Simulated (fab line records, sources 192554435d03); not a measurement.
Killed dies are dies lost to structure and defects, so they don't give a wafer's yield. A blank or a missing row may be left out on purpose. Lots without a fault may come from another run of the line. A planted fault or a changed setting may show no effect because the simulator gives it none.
fab line records | flow n5_finfet
record lots=24 wafers=72 last_day=17
route steps=1938 shown DUMMY_GATE@251 SPACER0@259 SD_EPI_N@273 SD_ACTIVATION@332 ILD0@344
lots that met no fault: from a run of the same line without faults
start_h: hours from the record's first day to the start of the lot's first wafer shown | wait_h: hours since the lot's step before | " the same as in the row above | L1.1+2: a row that stands for several wafers | - no value, or no start given | * or withheld: withheld | < > ~ a bound
route shown NAME@n: a module of which the file shows steps, and the number in the route of the first | usual: mean/standard deviation of fault-free wafers | same: alike in all rows | chamber/n: place in a boat | sites: the reading at each site | _std_site: their standard deviation | _edge_site: outer sites' mean less inner sites' | radius_mm: how far each site lies from the wafer's centre | mask NAME#n: copy n | behind: the tool/chamber that last shaped the wafer | hold: why the lot was held/for how many hours/how that ended | device: the transistor (n, p or np) that didn't switch | end of line: the same wafers' tests at the end of the route | a step without rows: its recipe alone | killed: dies lost to structure and defects at the first sort, not the wafer's yield | map: a wafer's dies, x killed, . not, _ none there
set.NAME: the setting as run; set.NAME@STEP: as run at that earlier step | model.NAME: the simulator's own value behind a step, which no gauge read
steps of the route over a sample of lots; a table a step, a row a wafer
services: from which hour (start_h, from the record's first day; less than 0 if before it) a tool's chamber was out of use, for how many hours, and why
## steps
# step N5_DUMMY_GATE_STRIP_48
# recipe chemistry=N2/H2 time_s=20 power_w=100 temp_c=40 pressure_mtorr=100 rf_frequency_hz=6e+07 bias_power_w=3 n2_flow_sccm=300 h2_flow_sccm=300
# usual bias_power_w=3.001/0.01 drypump_motor_current_A=5.5/0.43 oes_product_au=0.81/0.074 rf_vpp_V=45.4/0.95 showerhead_plenum_p_Torr=3.39/0.14 throttle_valve_pct=12.08/0.19
# columns lot.wafer tool chamber start_h wait_h bias_power_w drypump_motor_current_A oes_product_au rf_hours_counter_h rf_vpp_V showerhead_plenum_p_Torr throttle_valve_pct
L074.1 rie_diel-02 0 50.78 0.0 2.993 5.1 0.78 130 44.0 3.36 12.03
L074.2 " 3 " " 3.004 5.5 0.77 111 46.5 3.55 12.35
L074.4 " 1 " " 3.016 6.0 0.82 107 45.7 3.25 11.87
L075.3 rie_diel-02 2 58.97 0.0 2.991 5.9 0.75 164 46.6 3.35 12.24
L075.4 " 0 " " 3.023 5.0 0.78 132 46.3 3.36 12.03
L075.6 " 1 " " 3.011 6.0 0.81 - 44.7 3.24 11.86
L076.1 rie_diel-02 3 60.13 0.0 2.984 5.5 0.76 114 45.7 3.55 12.32
L076.2 " 0 " " 3.005 5.1 0.79 133 45.5 3.36 12.02
L076.4 " 1 " " 2.982 6.0 0.81 110 45.5 3.24 11.87
L077.1 rie_diel-02 3 68.71 0.0 3.004 5.5 0.76 117 46.0 3.55 12.36
L077.2 " 1 " " 3.001 6.1 0.81 112 46.6 3.24 11.88
L077.5 " 3 " " 2.982 5.5 0.77 - 45.9 3.55 12.33
L078.2 rie_diel-02 2 72.00 0.0 2.986 5.9 0.76 168 45.6 3.35 12.24
L078.3 " 3 " " 2.998 5.5 0.77 118 44.4 3.55 12.35
L078.5 " 2 " " 2.994 5.9 0.75 - 44.7 3.35 12.25
L079.1 rie_diel-06 3 77.55 0.0 3.014 5.9 0.83 105 44.2 3.12 11.78
L079.2 " 0 " " 3.000 5.6 0.69 244 46.4 3.46 12.35
L079.6 " 3 " " 3.002 5.9 0.83 - 44.2 3.12 11.78
L080.1 rie_diel-05 0 88.00 0.0 3.011 6.1 0.88 42 44.7 3.45 11.99
L080.2 " 3 " " 3.018 5.2 0.89 18 44.2 3.48 12.07
L080.4 " 2 " " 3.013 5.1 0.87 40 45.8 3.59 11.91
L081.2 rie_diel-02 0 89.61 0.0 3.003 5.1 0.78 142 45.0 3.36 12.06
L081.3 " 2 " " 2.997 5.9 0.75 172 45.2 3.35 12.26
L081.6 " 0 " " 3.020 5.1 0.78 - 44.1 3.36 12.04
L082.1 rie_diel-06 3 97.44 0.0 3.010 5.9 0.82 111 45.3 3.12 11.77
L082.2 " 1 " " 3.013 4.7 0.70 204 46.4 3.33 12.26
L082.6 " 3 " " 3.022 5.9 0.82 - 44.2 3.12 11.80
L083.1 rie_diel-06 1 101.57 0.0 3.010 4.7 0.70 205 45.3 3.33 12.27
L083.2 " 2 " " 3.019 5.4 0.86 63 44.9 3.56 12.00
L083.5 " 1 " " 3.013 4.7 0.70 - 45.2 3.33 12.26
L084.2 rie_diel-02 2 109.21 0.0 3.006 5.9 0.75 178 46.1 3.35 12.27
L084.4 " 3 " " 3.003 5.5 0.76 129 47.6 3.54 12.37
L084.5 " 1 " " 3.009 6.0 0.81 - 44.0 3.24 11.90
L085.1 rie_diel-06 1 115.07 0.0 3.017 4.7 0.69 211 45.8 3.32 12.29
L085.3 " 3 " " 2.993 5.9 0.82 118 44.2 3.12 11.81
L085.5 " 2 " " 3.010 5.4 0.85 - 44.9 3.56 12.03
L086.1 rie_diel-06 3 121.75 0.0 3.001 5.9 0.80 120 44.1 3.12 11.80
L086.4 " 3 " " 2.990 5.9 0.81 - 45.3 3.12 11.82
L086.5 " 2 " " 2.995 5.4 0.84 - 46.6 3.55 12.02
L087.1 rie_diel-05 2 125.66 0.0 2.988 5.1 0.86 51 45.7 3.58 11.94
L087.4 " 3 " " 2.987 5.2 0.87 29 44.8 3.47 12.08
L087.5 " 2 " " 2.988 5.1 0.85 - 45.9 3.58 11.94
L088.1 rie_diel-06 0 134.19 0.0 3.017 5.7 1.01 1 46.6 3.46 11.76
L088.3 " 3 " " 2.996 5.9 0.80 126 43.7 3.11 11.84
L088.6 " 1 " " 2.993 4.7 0.68 - 45.4 3.32 12.31
L089.3 rie_diel-05 0 138.08 0.0 3.002 6.1 0.85 57 46.1 3.44 12.02
L089.4 " 3 " " 3.013 5.2 0.87 34 45.3 3.47 12.10
L089.6 " 1 " " 3.003 5.9 0.91 - 44.7 3.47 12.22
L090.4 rie_diel-06 3 142.10 0.0 2.991 5.9 0.79 129 44.9 3.11 11.85
L090.5 " 1 " " 2.992 4.7 0.69 - 45.9 3.32 12.33
L090.6 " 2 " " 3.000 5.4 0.83 - 45.4 3.55 12.05
L091.2 rie_diel-02 0 149.36 0.0 3.008 5.0 0.75 161 47.2 3.34 12.07
L091.3 " 1 " " 2.987 6.1 0.78 137 45.2 3.23 11.93
L091.5 " 1 " " 2.995 6.1 0.80 - 45.8 3.23 11.94
L092.2 rie_diel-06 0 154.98 0.0 3.003 5.7 0.97 8 45.1 3.45 11.76
L092.4 " 1 " " 3.004 4.7 0.68 227 45.5 3.32 12.33
L092.5 " 0 " " 3.015 5.6 0.97 - 46.5 3.45 11.77
L093.1 rie_diel-05 1 160.75 0.0 2.987 5.8 0.90 33 45.0 3.47 12.24
L093.5 " 3 " " 3.013 5.2 0.85 - 44.2 3.46 12.12
L093.6 " 2 " " 3.005 5.1 0.83 - 46.7 3.58 11.98
L094.2 rie_diel-06 1 168.18 0.0 2.998 4.7 0.67 230 44.7 3.31 12.34
L094.4 " 3 " " 3.003 5.9 0.80 136 45.3 3.11 11.86
L094.6 " 0 " " 3.006 5.7 0.96 - 46.1 3.45 11.79
L095.1 rie_diel-02 0 172.94 0.0 3.004 5.1 0.74 169 45.1 3.34 12.12
L095.3 " 3 " " 3.000 5.5 0.74 147 45.4 3.53 12.43
L095.5 " 2 " " 2.995 5.9 0.72 - 45.4 3.33 12.33
L096.2 rie_diel-05 1 179.60 0.0 3.006 5.8 0.90 39 45.0 3.46 12.26
L096.4 " 2 " " 2.992 5.1 0.84 68 46.8 3.57 11.99
L096.6 " 2 " " 2.977 5.1 0.83 - 44.8 3.57 11.99
L097.2 rie_diel-05 1 186.17 0.0 2.995 5.9 0.88 40 45.3 3.46 12.26
L097.3 " 0 " " 3.009 6.1 0.84 71 46.0 3.43 12.07
L097.4 " 3 " " 3.011 5.2 0.84 47 45.8 3.46 12.16
# step N5_SPACER0_ALD_00
# recipe material=SiOCN target_thk_a=35 temp_c=400 ald_precursor_family=alkyl-aminosilane ald_co_reactant=O2/N2-plasma pulse_time_s=3 purge_time_s=2 co_reactant_purge_time_s=2 ald_cycles=58 pressure_torr=2
# usual heater_power_w=837/63 precursor_pulse_height_rel=1.002/0.022
# same ald_cycles=58 co_reactant_purge_time_s=2
# columns lot.wafer tool chamber start_h wait_h heater_power_w precursor_pulse_height_rel
L074.1 ald_sin-01 0 51.15 0.1 970 0.996
L074.2 " 3 " " 792 0.983
L074.4 " 1 " " 770 0.997
L075.3 ald_sin-03 0 59.35 0.1 780 1.007
L075.4 " 1 " " 793 1.011
L075.6 " 0 " " 796 0.972
L076.1 ald_sin-01 1 60.51 0.1 768 1.024
L076.2 " 3 " " 803 1.016
L076.4 " 0 " " 950 0.973
L077.1 ald_sin-03 2 69.08 0.1 794 0.995
L077.2 " 3 " " 964 0.995
L077.5 " 1 " " 800 0.967
L078.2 ald_sin-03 0 72.37 0.1 774 0.970
L078.3 " 1 " " 798 1.017
L078.5 " 2 " " 784 1.006
L079.1 ald_sin-01 2 77.92 0.1 837 0.977
L079.2 " 1 " " 772 1.008
L079.6 " 2 " " 847 1.003
L080.1 ald_sin-01 1 88.38 0.1 747 1.010
L080.2 " 2 " " 855 1.048
L080.4 " 3 " " 789 1.005
L081.2 ald_sin-01 3 89.98 0.1 798 0.992
L081.3 " 1 " " 765 1.016
L081.6 " 1 " " 753 0.995
L082.1 ald_sin-03 3 98.36 0.1 951 0.986
L082.2 " 1 " " 808 0.992
L082.6 " 2 " " 774 0.969
L083.1 ald_sin-04 1 101.95 0.1 811 1.014
L083.2 " 2 " " 887 1.019
L083.5 " 2 " " 872 1.044
L084.2 ald_sin-01 0 111.25 0.1 1008 0.980
L084.4 " 2 " " 831 0.998
L084.5 " 2 " " 861 0.984
L085.1 ald_sin-01 2 116.31 0.1 839 0.978
L085.3 " 3 " " 804 1.013
L085.5 " 1 " " 759 0.998
L086.1 ald_sin-04 1 122.41 0.1 831 0.980
L086.4 " 3 " " 791 1.000
L086.5 " 0 " " 877 0.962
L087.1 ald_sin-03 0 126.50 0.1 785 1.007
L087.4 " 3 " " 934 1.030
L087.5 " 2 " " 787 1.028
L088.1 ald_sin-03 0 134.56 0.1 783 1.007
L088.3 " 1 " " 805 1.000
L088.6 " 0 " " 787 0.990
L089.3 ald_sin-03 1 138.84 0.1 794 0.966
L089.4 " 0 " " 786 1.038
L089.6 " 3 " " 948 1.005
L090.4 ald_sin-04 1 142.61 0.1 821 1.047
L090.5 " 0 " " 846 1.004
L090.6 " 3 " " 792 1.033
L091.2 ald_sin-04 0 149.74 0.1 837 1.017
L091.3 " 1 " " 853 1.033
L091.5 " 3 " " 821 0.976
L092.2 ald_sin-03 2 155.36 0.1 781 1.027
L092.4 " 1 " " 813 0.974
L092.5 " 2 " " 798 1.006
L093.1 ald_sin-04 0 161.81 0.1 854 0.992
L093.5 " 1 " " 817 1.001
L093.6 " 2 " " 899 0.991
L094.2 ald_sin-03 1 168.61 0.1 784 0.996
L094.4 " 3 " " 941 0.975
L094.6 " 3 " " 952 0.980
L095.1 ald_sin-04 2 173.32 0.1 896 1.014
L095.3 " 3 " " 813 0.994
L095.5 " 2 " " 909 0.985
L096.2 ald_sin-04 0 179.98 0.1 845 0.995
L096.4 " 2 " " 934 1.036
L096.6 " 2 " " 898 1.010
L097.2 ald_sin-04 1 186.55 0.1 828 1.023
L097.3 " 0 " " 850 0.967
L097.4 " 3 " " 820 1.002
# step N5_SD_EPI_N_DESCUM_14
# recipe chemistry=O2 time_s=7.9 source_power_w=50 bias_power_w=20 pressure_mtorr=20 rf_frequency_hz=2.712e+07 temp_c=40 resist=CAR-ArF-block o2_flow_sccm=225
# usual bias_power_w=20.01/0.057 drypump_motor_current_A=5.6/0.47 oes_product_au=0.81/0.094 rf_vpp_V=243.3/1.6 showerhead_plenum_p_Torr=2.10/0.092 throttle_valve_pct=20.36/0.19
# columns lot.wafer tool chamber start_h wait_h bias_power_w drypump_motor_current_A oes_product_au rf_hours_counter_h rf_vpp_V showerhead_plenum_p_Torr throttle_valve_pct
L074.1 rie_diel-03 1 51.93 0.0 19.99 5.1 0.99 5 244.3 2.23 19.96
L074.2 " 2 " " 20.04 6.0 0.81 100 243.2 2.01 20.27
L074.4 " 3 " " 19.96 5.6 0.72 160 244.4 2.14 20.60
L075.3 rie_diel-03 0 60.26 0.0 20.08 6.2 0.76 135 244.2 2.19 20.68
L075.4 " 1 " " 19.94 5.2 0.99 - 245.8 2.23 19.99
L075.6 " 2 " " 20.04 6.0 0.82 - 242.5 2.01 20.27
L076.1 rie_diel-01 2 61.41 0.0 19.97 5.1 0.71 225 241.4 1.97 20.70
L076.2 " 3 " " 20.07 5.7 0.78 143 243.6 2.15 20.17
L076.4 " 0 " " 20.12 6.6 0.91 26 244.6 2.17 20.39
L077.1 rie_diel-04 3 70.09 0.1 19.98 5.0 0.74 163 241.8 2.00 20.42
L077.2 " 2 " " 20.07 5.1 0.88 24 244.6 2.19 19.91
L077.5 " 1 " " 19.98 5.9 0.68 - 243.8 2.06 20.68
L078.2 rie_diel-04 3 73.27 0.0 19.99 5.1 0.73 165 241.9 2.00 20.42
L078.3 " 0 " " 20.00 5.6 0.98 1 245.4 2.24 20.31
L078.5 " 2 " " 19.99 5.1 0.88 - 243.0 2.18 19.90
L079.1 rie_diel-01 2 79.04 0.4 19.96 5.1 0.71 231 241.9 1.97 20.72
L079.2 " 0 " " 20.07 6.5 0.89 33 243.4 2.17 20.41
L079.6 " 1 " " 19.97 5.7 0.74 - 241.0 2.01 20.43
L080.1 rie_diel-01 1 89.28 0.0 20.14 5.8 0.73 166 241.4 2.01 20.43
L080.2 " 0 " " 20.05 6.5 0.89 36 242.5 2.17 20.41
L080.4 " 2 " " 20.10 5.1 0.70 234 241.4 1.97 20.71
L081.2 rie_diel-01 0 90.82 0.1 19.97 6.5 0.88 36 243.0 2.17 20.41
L081.3 " 2 " " 20.09 5.0 0.69 235 241.7 1.97 20.72
L081.6 " 2 " " 19.96 5.0 0.70 - 240.1 1.97 20.73
L082.1 rie_diel-04 2 99.27 0.0 20.10 5.1 0.86 38 245.4 2.18 19.92
L082.2 " 3 " " 19.97 5.0 0.73 176 242.0 2.00 20.44
L082.6 " 1 " " 20.07 5.8 0.96 - 243.5 2.05 20.25
L083.1 rie_diel-04 2 102.85 0.0 20.05 5.1 0.85 39 245.4 2.18 19.92
L083.2 " 0 " " 20.12 5.5 0.93 12 247.4 2.23 20.33
L083.5 " 0 " " 20.07 5.5 0.92 - 243.6 2.23 20.34
L084.2 rie_diel-04 1 112.22 0.1 20.05 5.8 0.94 10 241.9 2.05 20.26
L084.4 " 0 " " 19.94 5.6 0.92 16 245.1 2.23 20.34
L084.5 " 3 " " 20.00 5.0 0.73 - 243.3 2.00 20.46
L085.1 rie_diel-01 3 117.45 0.4 20.01 5.7 0.74 163 245.7 2.14 20.20
L085.3 " 1 " " 20.04 5.7 0.72 176 241.5 2.01 20.44
L085.5 " 0 " " 20.04 6.5 0.87 - 242.8 2.17 20.43
L086.1 rie_diel-04 2 123.34 0.1 20.02 5.1 0.84 46 244.7 2.18 19.96
L086.4 " 1 " " 20.05 5.8 0.95 14 241.5 2.05 20.28
L086.5 " 0 " " 20.01 5.6 0.90 - 245.3 2.23 20.34
L087.1 rie_diel-01 0 127.45 0.2 20.06 6.5 0.87 50 242.4 2.17 20.44
L087.4 " 1 " " 20.03 5.8 0.72 177 241.5 2.01 20.44
L087.5 " 3 " " 19.91 5.7 0.74 - 244.6 2.14 20.20
L088.1 rie_diel-01 1 135.51 0.1 19.92 5.8 0.72 180 241.6 2.01 20.43
L088.3 " 3 " " 19.96 5.7 0.74 170 244.5 2.14 20.22
L088.6 " 0 " " 19.95 6.5 0.86 - 245.3 2.16 20.43
L089.3 rie_diel-01 1 139.83 0.2 19.96 5.7 0.70 181 241.9 2.01 20.44
L089.4 " 1 " " 20.02 5.8 0.72 - 241.0 2.01 20.43
L089.6 " 0 " " 20.16 6.5 0.85 - 243.3 2.16 20.43
L090.4 rie_diel-01 3 143.99 0.6 20.03 5.7 0.74 - 243.9 2.14 20.22
L090.5 " 1 " " 19.98 5.7 0.72 - 241.8 2.01 20.46
L090.6 " 0 " " 19.97 6.5 0.86 - 243.4 2.16 20.45
L091.2 rie_diel-04 3 150.51 0.0 20.04 5.1 0.72 193 241.7 1.99 20.48
L091.3 " 2 " " 19.98 5.1 0.84 54 245.0 2.17 19.98
L091.5 " 0 " " 20.04 5.5 0.89 - 244.7 2.22 20.36
L092.2 rie_diel-04 2 156.26 0.0 20.02 5.1 0.82 56 245.8 2.17 19.97
L092.4 " 1 " " 20.09 5.8 0.89 26 242.1 2.05 20.30
L092.5 " 0 " " 20.08 5.6 0.89 - 245.3 2.22 20.36
L093.1 rie_diel-01 2 162.71 0.0 19.99 5.1 0.99 4 245.6 2.22 20.37
L093.5 " 2 " " 20.03 5.1 0.98 - 245.7 2.22 20.37
L093.6 " 3 " " 20.01 5.7 0.72 - 243.5 2.13 20.22
L094.2 rie_diel-04 0 169.60 0.2 20.07 5.6 0.87 37 245.9 2.22 20.37
L094.4 " 1 " " 20.02 5.8 0.91 31 242.2 2.05 20.33
L094.6 " 0 " " 20.01 5.6 0.88 - 247.0 2.22 20.35
L095.1 rie_diel-01 0 174.22 0.0 20.02 6.5 0.84 68 243.0 2.16 20.46
L095.3 " 1 " " 20.03 5.8 0.71 195 242.1 2.00 20.46
L095.5 " 0 " " 19.96 6.5 0.84 - 242.1 2.16 20.45
L096.2 rie_diel-01 1 180.88 0.0 20.01 5.8 0.70 197 240.8 2.00 20.47
L096.4 " 2 " " 19.97 5.1 0.96 11 244.5 2.22 20.41
L096.6 " 1 " " 20.03 5.7 0.71 - 241.7 2.00 20.46
L097.2 rie_diel-01 2 187.71 0.3 19.92 5.1 0.95 14 244.7 2.22 20.39
L097.3 " 1 " " 20.03 5.7 0.71 201 242.4 2.00 20.47
L097.4 " 3 " " 20.08 5.7 0.73 191 243.5 2.13 20.23
# step N5_SD_ACTIVATION_RS_MEAS_03
# recipe thk_meas_gauge=four-point-probe
# usual RS_SD_N=21.91/0.29 RS_SD_P=56.4/0.82
# columns lot.wafer tool chamber start_h wait_h RS_SD_N[ohm/sq] RS_SD_P[ohm/sq]
L074.1 film_metro-02 - 60.45 0.2 22.10 55.5
L074.2 " - " " 21.69 55.3
L074.4 " - " " 21.96 55.2
L075.3 film_metro-02 - 69.77 0.2 22.21 55.2
L075.4 " - " " 21.75 55.6
L075.6 " - " " 21.66 56.1
L076.1 film_metro-02 - 70.34 0.2 21.60 56.9
L076.2 " - " " 21.55 56.0
L076.4 " - " " 21.62 56.2
L077.1 film_metro-01 - 80.92 0.2 22.17 55.5
L077.2 " - " " 21.72 55.0
L077.5 " - " " 22.25 54.9
L078.2 film_metro-01 - 82.65 0.2 21.81 58.8
L078.3 " - " " 21.86 58.5
L078.5 " - " " 21.98 58.9
L079.1 film_metro-02 - 87.63 0.2 22.34 55.8
L079.2 " - " " 22.07 55.2
L079.6 " - " " 22.34 55.9
L080.1 film_metro-01 - 99.35 0.2 21.88 55.9
L080.2 " - " " 21.58 55.5
L080.4 " - " " 21.97 56.9
L081.2 film_metro-02 - 99.56 0.2 22.07 56.3
L081.3 " - " " 22.11 56.3
L081.6 " - " " 21.84 56.4
L082.1 film_metro-02 - 109.77 0.2 21.79 55.1
L082.2 " - " " 21.89 55.9
L082.6 " - " " 21.73 56.2
L083.1 film_metro-01 - 112.07 0.2 21.89 55.4
L083.2 " - " " 21.87 56.4
L083.5 " - " " 22.11 55.7
L084.2 film_metro-02 - 122.42 0.2 22.57 57.4
L084.4 " - " " 22.18 57.1
L084.5 " - " " 21.81 57.0
L085.1 film_metro-01 - 126.65 0.2 22.65 57.9
L085.3 " - " " 22.27 57.4
L085.5 " - " " 22.61 57.2
L086.1 film_metro-01 - 133.66 0.2 22.27 56.4
L086.4 " - " " 22.13 55.7
L086.5 " - " " 21.95 56.1
L087.1 film_metro-01 - 137.60 0.2 21.96 57.1
L087.4 " - " " 22.11 56.8
L087.5 " - " " 22.04 57.4
L088.1 film_metro-02 - 145.64 0.2 21.74 55.6
L088.3 " - " " 21.67 55.3
L088.6 " - " " 21.90 55.7
L089.3 film_metro-02 - 151.04 0.2 21.84 56.2
L089.4 " - " " 21.41 57.0
L089.6 " - " " 22.05 56.6
L090.4 film_metro-01 - 153.82 0.1 21.65 57.2
L090.5 " - " " 21.47 56.7
L090.6 " - " " 21.38 56.7
L091.2 film_metro-01 - 159.14 0.2 22.09 56.9
L091.3 " - " " 22.22 56.8
L091.5 " - " " 21.58 56.7
L092.2 film_metro-01 - 165.65 0.2 22.04 55.2
L092.4 " - " " 21.84 55.7
L092.5 " - " " 21.91 55.7
L093.1 film_metro-01 - 172.91 0.2 21.32 56.3
L093.5 " - " " 21.76 55.7
L093.6 " - " " 21.76 54.9
L094.2 film_metro-01 - 179.92 0.2 21.63 56.6
L094.4 " - " " 21.46 55.9
L094.6 " - " " 22.05 56.8
L095.1 film_metro-01 - 182.75 0.2 21.93 57.2
L095.3 " - " " 21.91 56.4
L095.5 " - " " 21.88 56.3
L096.2 film_metro-01 - 189.50 0.2 21.96 57.4
L096.4 " - " " 21.27 55.9
L096.6 " - " " 21.85 56.9
L097.2 film_metro-02 - 196.69 0.2 21.64 56.3
L097.3 " - " " 22.06 56.2
L097.4 " - " " 21.81 56.6
# step N5_ILD0_CMP_12
# recipe stop_on=poly-Si material=SiNx t_overpolish_s=6 post_cmp_clean=alkaline_brush down_force_psi=2.5 platen_rpm=51.8 pad_velocity_m_s=1.0307 target_thk_nm=17.67
# usual motor_current_A=9.6/1.3 overpolish_run_s=6.001/0.0095 time_to_endpoint_s=28/3.1
# columns lot.wafer tool chamber start_h wait_h motor_current_A overpolish_run_s time_to_endpoint_s
L074.4 cmp-04 3 67.47 0.0 10.7 5.996 28
L074.1 " 0 " " 8.5 6.008 25
L074.2 " 2 " " 8.8 6.010 27
L075.4 cmp-02 1 76.07 1.2 10.5 5.995 32
L075.3 " 2 " " 8.8 6.019 31
L075.6 " 3 " " 9.9 5.988 33
L076.1 cmp-04 3 76.64 1.2 10.5 5.992 29
L076.4 " 0 " " 9.3 6.024 26
L076.2 " 1 " " 10.8 6.011 27
L077.2 cmp-04 0 87.22 1.1 9.2 5.992 26
L077.1 " 3 " " 11.1 6.007 27
L077.5 " 1 " " 10.6 6.012 28
L078.3 cmp-02 0 88.90 1.1 9.1 6.003 27
L078.2 " 2 " " 8.4 5.979 28
L078.5 " 1 " " 10.9 5.989 33
L079.2 cmp-04 1 93.88 1.1 9.7 6.013 27
L079.1 " 0 " " 8.6 5.996 25
L079.6 " 2 " " 8.4 5.996 27
L080.1 cmp-03 2 105.92 1.2 9.1 5.999 22
L080.2 " 3 " " 8.4 6.005 23
L080.4 " 0 " " 7.7 6.001 28
L081.3 cmp-04 0 106.21 1.1 8.8 6.005 23
L081.2 " 2 " " 8.6 6.014 26
L081.6 " 0 " " 9.0 6.012 23
L082.2 cmp-02 1 116.26 1.2 10.7 5.983 31
L082.1 " 2 " " 8.7 5.983 30
L082.6 " 0 " " 9.6 6.005 28
L083.1 cmp-02 0 118.38 1.2 9.4 5.988 31
L083.2 " 1 " " 10.7 5.991 35
L083.5 " 3 " " 10.7 5.994 31
L084.2 cmp-03 3 129.08 1.1 8.4 5.995 23
L084.4 " 0 " " 8.0 5.998 30
L084.5 " 3 " " 8.4 5.997 21
L085.1 cmp-04 0 134.01 1.1 8.8 6.000 29
L085.3 " 2 " " 8.8 5.995 31
L085.5 " 1 " " 10.1 6.000 29
L086.4 cmp-03 3 139.93 1.1 8.5 6.015 20
L086.1 " 0 " " 8.0 6.004 28
L086.5 " 3 " " 8.5 6.005 20
L087.4 cmp-03 0 144.05 1.1 8.3 6.004 33
L087.1 " 1 " " 12.6 6.003 24
L087.5 " 0 " " 7.8 6.001 30
L088.3 cmp-02 1 151.99 1.2 10.6 5.985 33
L088.1 " 2 " " 8.2 6.006 28
L088.6 " 0 " " 9.6 6.002 24
L089.4 cmp-04 3 157.26 1.1 10.5 6.000 30
L089.3 " 2 " " 8.6 5.997 30
L089.6 " 3 " " 10.3 5.994 29
L090.4 cmp-03 1 160.30 1.2 12.9 6.000 26
L090.5 " 0 " " 8.5 5.984 31
L090.6 " 1 " " 12.8 6.002 26
L091.2 cmp-02 3 165.97 1.2 10.3 5.994 27
L091.3 " 0 " " 9.5 5.993 24
L091.5 " 1 " " 10.9 5.997 28
L092.4 cmp-03 3 171.90 1.1 8.6 5.992 23
L092.2 " 0 " " 8.0 6.004 33
L092.5 " 0 " " 7.5 6.014 31
L093.1 cmp-03 2 180.54 1.3 9.3 5.996 28
L093.5 " 2 " " 9.4 5.997 30
L093.6 " 3 " " 8.4 5.994 29
L094.4 cmp-04 0 186.83 1.1 9.2 6.004 27
L094.2 " 3 " " 10.5 5.999 33
L094.6 " 1 " " 10.7 6.010 30
L095.1 cmp-04 2 190.14 1.1 8.8 6.016 28
L095.3 " 1 " " 10.8 5.978 30
L095.5 " 3 " " 10.4 6.004 30
L096.2 cmp-03 2 196.03 1.1 9.2 5.998 27
L096.4 " 0 " " 7.4 5.993 31
L096.6 " 3 " " 8.5 6.005 22
L097.4 cmp-04 0 202.93 0.0 9.0 5.989 26
L097.2 " 1 " " 10.5 6.023 24
L097.3 " 2 " " 9.0 6.011 30
# step N5_ILD0_THK_MEAS_13
# usual thk_nm=17.4/1.4
# columns lot.wafer tool chamber start_h wait_h thk_nm
L074.1 film_metro-02 - 67.77 - 16.2
L074.2 " - " " 16.8
L074.4 " - " " 17.4
L075.3 film_metro-02 - 76.29 - 18.4
L075.4 " - " " 19.0
L075.6 " - " " 20.3
L076.1 film_metro-02 - 76.89 - 16.7
L076.2 " - " " 16.9
L076.4 " - " " 16.1
L077.1 film_metro-01 - 87.52 - 17.5
L077.2 " - " " 16.9
L077.5 " - " " 17.3
L078.2 film_metro-01 - 89.19 - 17.7
L078.3 " - " " 16.9
L078.5 " - " " 19.8
L079.1 film_metro-02 - 94.18 - 15.7
L079.2 " - " " 15.7
L079.6 " - " " 15.7
L080.1 film_metro-01 - 106.17 - 14.0
L080.2 " - " " 15.9
L080.4 " - " " 16.1
L081.2 film_metro-01 - 106.50 - 17.6
L081.3 " - " " 17.5
L081.6 " - " " 18.5
L082.1 film_metro-02 - 116.48 - 20.0
L082.2 " - " " 19.2
L082.6 " - " " 18.6
L083.1 film_metro-02 - 118.63 - 18.0
L083.2 " - " " 19.5
L083.5 " - " " 19.7
L084.2 film_metro-01 - 129.38 - 13.9
L084.4 " - " " 17.2
L084.5 " - " " 12.9
L085.1 film_metro-02 - 134.31 - 16.7
L085.3 " - " " 19.1
L085.5 " - " " 16.4
L086.1 film_metro-02 - 140.23 - 18.1
L086.4 " - " " 15.0
L086.5 " - " " 14.7
L087.1 film_metro-02 - 144.35 - 17.3
L087.4 " - " " 18.2
L087.5 " - " " 18.0
L088.1 film_metro-01 - 152.21 - 17.7
L088.3 " - " " 18.3
L088.6 " - " " 16.1
L089.3 film_metro-01 - 157.55 - 18.9
L089.4 " - " " 18.7
L089.6 " - " " 18.1
L090.4 film_metro-02 - 160.56 - 15.5
L090.5 " - " " 18.8
L090.6 " - " " 16.9
L091.2 film_metro-01 - 166.19 - 18.2
L091.3 " - " " 15.9
L091.5 " - " " 16.9
L092.2 film_metro-01 - 172.20 - 18.6
L092.4 " - " " 16.9
L092.5 " - " " 18.9
L093.1 film_metro-01 - 180.84 - 17.8
L093.5 " - " " 16.8
L093.6 " - " " 16.8
L094.2 film_metro-01 - 187.12 - 18.8
L094.4 " - " " 17.0
L094.6 " - " " 18.4
L095.1 film_metro-02 - 190.43 - 18.6
L095.3 " - " " 19.4
L095.5 " - " " 20.0
L096.2 film_metro-02 - 196.32 - 16.6
L096.4 " - " " 19.2
L096.6 " - " " 16.4
L097.2 film_metro-02 - 203.23 - 18.3
L097.3 " - " " 18.1
L097.4 " - " " 17.5
## services
# columns tool chamber start_h hours kind
cmp-03 - 29.57 4.0 pm
rie_diel-02 3 33.27 5.6 repair
rie_diel-04 3 36.00 5.1 repair
cmp-02 - 37.04 5.2 repair
rie_diel-02 1 40.12 7.8 repair
rie_diel-02 - 44.13 2.8 pm
rie_diel-05 0 73.14 6.9 repair
rie_diel-02 2 79.85 2.1 repair
cmp-02 - 82.18 4.6 pm
ald_sin-04 - 85.37 14.0 pm
cmp-03 - 87.12 1.6 repair
cmp-02 - 94.45 6.7 repair
rie_diel-01 1 119.12 7.1 repair
cmp-03 - 121.86 1.9 repair
cmp-04 - 123.58 4.3 pm
rie_diel-02 3 135.96 8.7 repair
ald_sin-01 2 170.46 11.1 repair
cmp-04 - 176.16 0.5 repair
rie_diel-04 - 180.48 69.8 repair
cmp-04 - 183.18 3.0 repair
cmp-02 - 193.29 4.0 pm
ald_sin-01 1 193.80 28.9 repair
cmp-02 - 197.29 14.1 pm
ald_sin-03 2 199.00 3.5 repair
## key
fault none
